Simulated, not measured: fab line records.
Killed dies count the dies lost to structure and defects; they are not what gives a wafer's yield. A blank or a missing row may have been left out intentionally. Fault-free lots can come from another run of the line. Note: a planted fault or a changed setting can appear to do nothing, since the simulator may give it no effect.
Matching of chambers    flow nand-harc    4 sister chambers for NHARC_THIN_TSV_ETCHBACK_48 on rie-diel-02
The step etches the open film in C4F8/Ar, target depth 1028.5 nm, time 405.17 s. 14 wafers are shown with their chamber, then 7 later ones without.

== EACH WAFER AND ITS CHAMBER ==
wafer   chamber  rf-vpp-V (V)  chamber-pressure-mTorr (mTorr)  run-length-s (s)
L581.1  2        548.0         24.979                          426.2
L581.2  0        552.1         24.999                          425.7
L581.4  1        548.1         25.014                          426.0
L583.3  0        551.0         25.008                          425.4
L583.4  1        548.4         24.990                          426.0
L583.6  2        548.6         24.967                          425.9
L582.1  2        548.0         25.005                          425.8
L582.2  1        547.3         25.032                          426.1
L582.4  2        547.6         24.976                          425.9
L591.2  2        547.6         24.992                          425.9
L591.3  3        549.4         24.996                          426.0
L591.5  2        547.3         24.981                          426.0
L594.1  2        547.3         24.973                          426.4
L594.5  0        550.7         24.966                          426.2

SIGNATURES (averages over the wafers above)
reading                 chamber 0  chamber 1  chamber 2  chamber 3  scatter within a chamber
rf-vpp-V                551.267    547.933    547.771    549.400    0.55
chamber-pressure-mTorr  24.99100   25.01200   24.98186   24.99600   0.0169
run-length-s            425.767    426.033    426.014    426.000    0.245
Rule: a wafer's distance from a chamber is the root of the sum, over the readings, of the square of ((its reading less the chamber's mean) divided by the reading's scatter). The wafer belongs to the nearest chamber; if the next one is less than 2 further off, it can't be placed. The scatter: take each reading less its chamber's mean, square it, sum over the shown wafers, divide by the number of wafers less the number of chambers, and take the root.

== WAFERS WHOSE CHAMBER IS MISSING ==
wafer   rf-vpp-V (V)  chamber-pressure-mTorr (mTorr)  run-length-s (s)
L594.6  548.9         25.039                          425.8
L597.1  546.9         24.957                          426.0
L597.2  550.0         24.945                          425.6
L597.5  547.6         25.034                          426.3
L596.3  549.1         25.001                          426.4
L596.4  547.2         25.014                          426.0
L596.5  547.9         25.000                          426.0

== THE CHAMBER EACH PASSED THROUGH ==
wafer   from the rows above           in truth
L594.6  can't be placed: 1 or 3 or 2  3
L597.1  can't be placed: 2 or 1       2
L597.2  can't be placed: 3 or 0 or 2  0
L597.5  can't be placed: 1 or 2       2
L596.3  can't be placed: 3 or 1 or 2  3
L596.4  can't be placed: 1 or 2       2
L596.5  can't be placed: 1 or 2       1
Correct placement for 0 of the 7. Not placeable from these rows: 7 (in 7, the candidates include the true chamber). Wrongly placed: 0.
